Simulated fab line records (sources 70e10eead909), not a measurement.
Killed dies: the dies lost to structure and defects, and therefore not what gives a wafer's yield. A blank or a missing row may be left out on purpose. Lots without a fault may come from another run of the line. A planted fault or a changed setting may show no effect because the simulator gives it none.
fab line records	flow nandHarc
record: lots: 14	wafers: 42	lastDay: 33
route steps=1302 shown A_CHANNEL_FILL_D2@618 THIN_TSV@1263 END@1302
lots untouched by any fault: they come from a run of this same line in which no faults occurred
startH: the number of hours between the record's first day and the start of the first shown wafer of the lot	waitH: how many hours have passed since the lot's step before this one	" identical to the entry in the row above	L1.1+2: one row covering several wafers at once	- no value, or no start was given	* or withheld: withheld	< > ~ a bound
route shown NAME@n: a module of which the file shows steps, and the number in the route of the first	usual: mean/standard deviation taken from wafers without a fault	same: alike in all rows	chamber/n: place in a boat	sites: per-site readings	_std_site: standard deviation of those values	_edge_site: the outer-site mean with the inner-site mean subtracted	radiusMm: for every site, how far away it sits from the centre of the wafer	mask NAME#n: copy n	behind: the tool/chamber that last shaped the wafer	hold: cause of the lot's hold/its duration in hours/its outcome	device: names the non-switching transistor (n, p or np)	end of line: the same wafers' tests at the end of the route	where a step has no rows: the recipe by itself	killed: not the wafer's yield, but the dies lost to structure and defects at the first sort	map: shows each die of a wafer: x if killed, . if not, _ if none is there
set.NAME: the setting the step ran with; set.NAME@STEP: the setting that earlier step ran with	model.NAME: the simulator's own value behind a step, which no gauge read
a sample of lots followed through the steps of the route, with each step as a table and each wafer as a row
services: a tool's chamber out of use, with start hour (startH, from the record's first day; less than 0 if before it), hours out, and reason
== steps ==
step: NHARC_A_CHANNEL_FILL_D2_CVD_18
recipe: targetThkA: 30	tempC: 550	material: poly-Si
lot.wafer	tool	chamber	startH	waitH
L244.1+3+6	lpcvdPoly-01	0	311.98	-
L245.2+3+4	lpcvdPoly-03	0	326.85	-
L247.1+4+5	lpcvdPoly-02	0	346.66	-
L248.2+3+5	lpcvdPoly-02	0	346.66	-
L246.1+2+3	lpcvdPoly-01	0	358.95	-
L249.2+3+5	lpcvdPoly-03	0	374.12	-
L250.1+2+5	lpcvdPoly-03	0	374.12	-
L251.1+2+5	lpcvdPoly-01	0	399.23	-
L252.1+4+6	lpcvdPoly-01	0	399.23	-
L253.2+3+6	lpcvdPoly-02	0	413.05	-
L255.2+5+6	lpcvdPoly-01	0	428.64	-
L265.1+4+5	lpcvdPoly-02	0	526.98	-
L263.1+5+6	lpcvdPoly-02	0	539.67	-
L267.1+2+6	lpcvdPoly-01	0	549.56	-
step: NHARC_THIN_TSV_ETCH_15
recipe: targetDepthA: 30000	boschTargetOveretchCycles: 2	boschEtchStepS: 2.8	boschDepStepS: 1.2	boschCycles: 14
usual: drypumpMotorCurrentA: 5.9/0.43
lot.wafer	tool	chamber	startH	waitH	drypumpMotorCurrentA	rfHoursCounterH
L244.1	rieSi-06	1	546.23	-	6.1	0.6
L244.3	"	3	"	"	5.5	0.5
L244.6	"	1	"	"	6.1	-
L245.3	rieSi-04	3	580.50	-	5.9	0.3
L245.4	"	0	"	"	6.7	0.3
L245.2	"	1	"	"	6.0	0.3
L248.2	rieSi-01	0	581.70	-	6.3	0.9
L248.3	"	1	"	"	6.2	0.9
L248.5	"	3	"	"	6.3	-
L247.1	rieSi-01	0	582.79	-	6.3	1.0
L247.4	"	3	"	"	6.3	-
L247.5	"	0	"	"	6.3	-
L249.2	rieSi-04	3	584.12	-	5.9	0.4
L249.3	"	1	"	"	6.1	0.4
L249.5	"	0	"	"	6.6	-
L246.2	rieSi-04	2	589.72	-	5.9	0.4
L246.3	"	0	"	"	6.6	0.5
L246.1	"	1	"	"	6.1	0.4
L250.1	rieSi-01	3	597.08	-	6.3	0.9
L250.2	"	0	"	"	6.3	1.1
L250.5	"	1	"	"	6.1	-
L251.2	rieSi-04	1	620.23	-	6.0	0.7
L251.1	"	2	"	"	5.9	0.7
L251.5	"	2	"	"	5.8	-
L252.1	rieSi-06	1	621.57	-	6.1	0.0
L252.4	"	2	"	"	5.3	0
L252.6	"	0	"	"	5.4	-
L253.2	rieSi-06	0	643.59	-	5.4	0.1
L253.3	"	3	"	"	5.5	0.1
L253.6	"	1	"	"	6.1	-
L255.2	rieSi-06	3	655.59	-	5.5	0.2
L255.6	"	1	"	"	6.1	-
L255.5	"	2	"	"	5.2	-
L267.1	rieSi-06	3	772.77	-	5.4	0.9
L267.2	"	1	"	"	6.1	0.8
L267.6	"	3	"	"	5.5	-
step: NHARC_THIN_TSV_ETCHBACK_48
recipe: targetDepthA: 10285	overEtchFrac: 0.3	timeS: 405.17	ionEnergyEv: 250	c4f8FlowSccm: withheld	arFlowSccm: withheld	rfW: 600	biasW: 300	chemistry: C4F8/Ar
usual: oesProductAu: 0.95/0.034	rfVppV: 547/4.2
same: overEtchFrac: 0.3
lot.wafer	tool	chamber	startH	waitH	oesProductAu	rfHoursCounterH	rfVppV
L244.1	rieDiel-11	3	547.68	-	0.92	8	550
L244.3	"	0	"	"	0.92	8	544
L244.6	"	2	"	"	0.92	-	541
L245.2	rieDiel-11	3	581.91	-	0.94	10	550
L245.4	"	1	"	"	0.93	8	547
L245.3	"	2	"	"	0.92	10	542
L248.3	rieDiel-03	2	583.17	-	0.93	8	552
L248.2	"	0	"	"	0.93	8	544
L248.5	"	2	"	"	0.93	-	551
L247.1	rieDiel-11	3	584.30	-	0.92	10	550
L247.4	"	0	"	"	0.92	10	545
L247.5	"	2	"	"	0.91	-	540
L249.3	rieDiel-11	2	585.57	-	1.00	10	541
L249.2	"	0	"	"	1.00	10	545
L249.5	"	1	"	"	1.00	-	548
L246.2	rieDiel-03	0	591.16	-	0.91	9	544
L246.1	"	1	"	"	0.93	9	541
L246.3	"	3	"	"	0.93	9	545
L250.2	rieDiel-08	1	598.51	-	0.93	3	549
L250.1	"	3	"	"	0.93	2	552
L250.5	"	0	"	"	0.93	-	543
L251.2	rieDiel-03	1	621.74	-	1.00	9	542
L251.1	"	2	"	"	1.01	8	552
L251.5	"	3	"	"	1.00	-	545
L252.1	rieDiel-08	1	623.01	-	0.92	4	549
L252.6	"	0	"	"	0.93	-	541
L252.4	"	3	"	"	0.93	-	550
L253.3	rieDiel-03	3	645.04	-	1.00	0	545
L253.2	"	1	"	"	0.98	0	542
L253.6	"	3	"	"	0.99	-	544
L255.2	rieDiel-11	2	657.11	-	0.92	3	541
L255.6	"	3	"	"	0.93	-	550
L255.5	"	0	"	"	0.93	-	545
L267.1	rieDiel-03	1	774.35	-	0.92	7	542
L267.2	"	3	"	"	0.93	8	544
L267.6	"	1	"	"	0.91	-	542
step: NHARC_THIN_TSV_PRE_CLEAN_50
recipe: timeS: 30	tempC: 280	gas: H2/He
usual: heaterPowerW: 402/18
lot.wafer	tool	chamber	startH	waitH	heaterPowerW
L244.3	pvdSputter-03	-	-	-	386
L244.1	"	-	"	"	384
L244.6	"	-	"	"	397
L245.4	pvdSputter-02	-	-	-	407
L245.3	"	-	"	"	452
L245.2	"	-	"	"	379
L248.2	pvdSputter-01	-	-	-	376
L248.3	"	-	"	"	415
L248.5	"	-	"	"	395
L247.1	pvdSputter-01	-	-	-	368
L247.4	"	-	"	"	377
L247.5	"	-	"	"	399
L249.2	pvdSputter-02	-	-	-	407
L249.3	"	-	"	"	455
L249.5	"	-	"	"	443
L246.2	pvdSputter-03	-	-	-	422
L246.3	"	-	"	"	403
L246.1	"	-	"	"	395
L250.2	pvdSputter-03	-	-	-	399
L250.1	"	-	"	"	404
L250.5	"	-	"	"	428
L251.1	pvdSputter-01	-	-	-	398
L251.2	"	-	"	"	381
L251.5	"	-	"	"	389
L252.4	pvdSputter-03	-	-	-	386
L252.1	"	-	"	"	402
L252.6	"	-	"	"	403
L253.3	pvdSputter-03	-	-	-	405
L253.2	"	-	"	"	415
L253.6	"	-	"	"	413
L255.2	pvdSputter-01	-	-	-	383
L255.6	"	-	"	"	405
L255.5	"	-	"	"	375
L267.1	pvdSputter-02	-	-	-	425
L267.2	"	-	"	"	396
L267.6	"	-	"	"	444
step: NHARC_END_SORT_01
recipe: tempC: 25
usual: killedAtArray: 52/16	killedAtOther: 0.8/1.1	killedAtPeriphery: 4.2/2.5	killedDies: 57/16	killedOpen: 3.4/2	killedShort: 2.6/1.6
same: grossDies: 677
lot.wafer	tool	chamber	startH	waitH	killedAtArray	killedAtOther	killedAtPeriphery	killedDies	killedOpen	killedShort
L265.1	prober-01	0	761.49	2.5	671	1	5	677	2	4
L265.4	prober-01	0	763.88	3.4	674	1	2	677	1	1
L265.5	prober-01	0	764.68	3.7	670	0	7	677	4	3
L263.1	prober-01	0	777.15	2.6	671	0	6	677	5	1
L263.5	prober-01	0	780.31	3.7	674	0	3	677	4	2
L263.6	prober-01	0	781.10	3.9	671	0	6	677	8	3
killed by level:class
L265.1 A_CHANNEL_FILL_D2:areaCvd=627 A_CHANNEL_HOLE_D2:chamberFilmFlake=17 A_SLIT:chamberFilmFlake=9 A_CHANNEL_HOLE_D1:chamberFilmFlake=6 A_CONTACT:chamberFilmFlake=4 P_GATE:chamberFilmFlake=3 A_ONON_D2:geometricParticle:short=2 A_WL_FILL:chamberFilmFlake=2
L265.4 A_CHANNEL_FILL_D2:areaCvd=627 A_CHANNEL_HOLE_D2:chamberFilmFlake=22 A_CHANNEL_HOLE_D1:chamberFilmFlake=10 A_SLIT:chamberFilmFlake=6 A_STAIRCASE:chamberFilmFlake=3 A_CHANNEL_FILL_D2:chamberFilmFlake=2 A_WL_FILL:chamberFilmFlake=2 STARTING-WAFER:geometricParticle:open=1
L265.5 A_CHANNEL_FILL_D2:areaCvd=619 A_CHANNEL_HOLE_D1:chamberFilmFlake=17 A_CHANNEL_HOLE_D2:chamberFilmFlake=17 A_SLIT:chamberFilmFlake=7 P_GATE:chamberFilmFlake=3 A_STAIRCASE:chamberFilmFlake=3 A_CONTACT:chamberFilmFlake=3 P_CONTACT:geometricParticle:open=1
L263.1 A_CHANNEL_FILL_D2:areaCvd=636 A_CHANNEL_HOLE_D2:chamberFilmFlake=18 A_SLIT:chamberFilmFlake=4 A_CONTACT:chamberFilmFlake=3 P_M0:geometricParticle:open=2 P_GATE:chamberFilmFlake=2 A_CHANNEL_HOLE_D1:unspecified=2 A_CHANNEL_HOLE_D1:chamberFilmFlake=2
L263.5 A_CHANNEL_FILL_D2:areaCvd=621 A_CHANNEL_HOLE_D2:chamberFilmFlake=30 A_SLIT:chamberFilmFlake=8 A_CHANNEL_HOLE_D1:unspecified=5 P_GATE:chamberFilmFlake=2 A_M0:chamberFilmFlake=2 A_CHANNEL_FILL_D1:geometricParticle:open=1 A_CHANNEL_FILL_D1:geometricParticle:short=1
L263.6 A_CHANNEL_FILL_D2:areaCvd=629 A_CHANNEL_HOLE_D2:chamberFilmFlake=25 P_GATE:chamberFilmFlake=3 A_CHANNEL_HOLE_D1:unspecified=3 A_SLIT:chamberFilmFlake=3 A_CHANNEL_FILL_D1:geometricParticle:short=2 A_STAIRCASE:chamberFilmFlake=2 P_STI:geometricParticle:open=1
== services ==
tool	chamber	startH	hours	kind
rieSi-06	3	293.05	5.2	repair
rieSi-06	-	314.66	0.3	repair
rieDiel-03	2	316.68	10.1	repair
rieSi-06	3	371.37	1.6	repair
pvdSputter-03	-	384.35	10.0	pm
rieDiel-11	3	397.19	6.1	repair
rieDiel-03	0	406.18	4.5	repair
rieSi-06	-	426.00	9.0	pm
rieDiel-11	3	431.97	4.8	repair
rieDiel-11	-	432.50	9.0	pm
pvdSputter-03	-	440.90	3.2	repair
rieDiel-03	-	442.84	1.1	repair
rieDiel-11	1	447.31	12.3	repair
rieDiel-03	-	458.40	9.0	pm
pvdSputter-03	-	463.63	6.8	repair
rieSi-06	-	470.20	0.2	repair
rieDiel-11	1	489.39	3.7	repair
rieDiel-03	0	502.76	4.2	repair
pvdSputter-03	-	509.83	10.9	repair
rieDiel-03	0	525.15	6.5	repair
rieDiel-11	1	535.49	10.5	repair
rieSi-06	2	535.75	4.3	repair
rieDiel-03	1	554.95	4.8	repair
lpcvdPoly-01	-	567.70	26.0	pm
== key ==
firstSign: step: NHARC_END_SORT_01	reading: killedAtArray	direction: up	sigmas: 39	usual: 52	struck: 672
effect: step: NHARC_END_SORT_01	reading: killedDies	direction: up	sigmas: 39	usual: 57	struck: 677
moreKillsBornAt: NHARC_A_CHANNEL_FILL_D2_CVD_18@lpcvdPoly-02: 3759
metAt NHARC_A_CHANNEL_FILL_D2_CVD_18
struckLots L263,L265
struckWafers L263.1,L263.5,L263.6,L265.1,L265.4,L265.5
laterRowsLeftOut L263.1,L263.5,L263.6,L265.1,L265.4,L265.5
testerLeftOut L263,L265
notActingAt NHARC_THIN_TSV_ETCH_15,NHARC_THIN_TSV_ETCHBACK_48,NHARC_THIN_TSV_PRE_CLEAN_50
onsetBetween 413.05 526.98
fault: kind: processParameterDrift	tool: lpcvdPoly-02	chamber: 0	onsetH: 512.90	steps: NHARC_A_CHANNEL_FILL_D2_CVD_18	channel: targetThkA	offset: *	shape: step	endH: 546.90	actsIn: *	stated: *
testerLeftOut: of these lots the tester's yield and bins aren't shown, on N5 and GAA mostly nor the transistor test; their killed dies are dies lost to structure and defects alone, not to doping, threshold or leakage, so they don't give the yield
laterRowsLeftOut: the simulator's readings of these wafers behind a module that went badly wrong aren't trusted and aren't shown, but for the sort
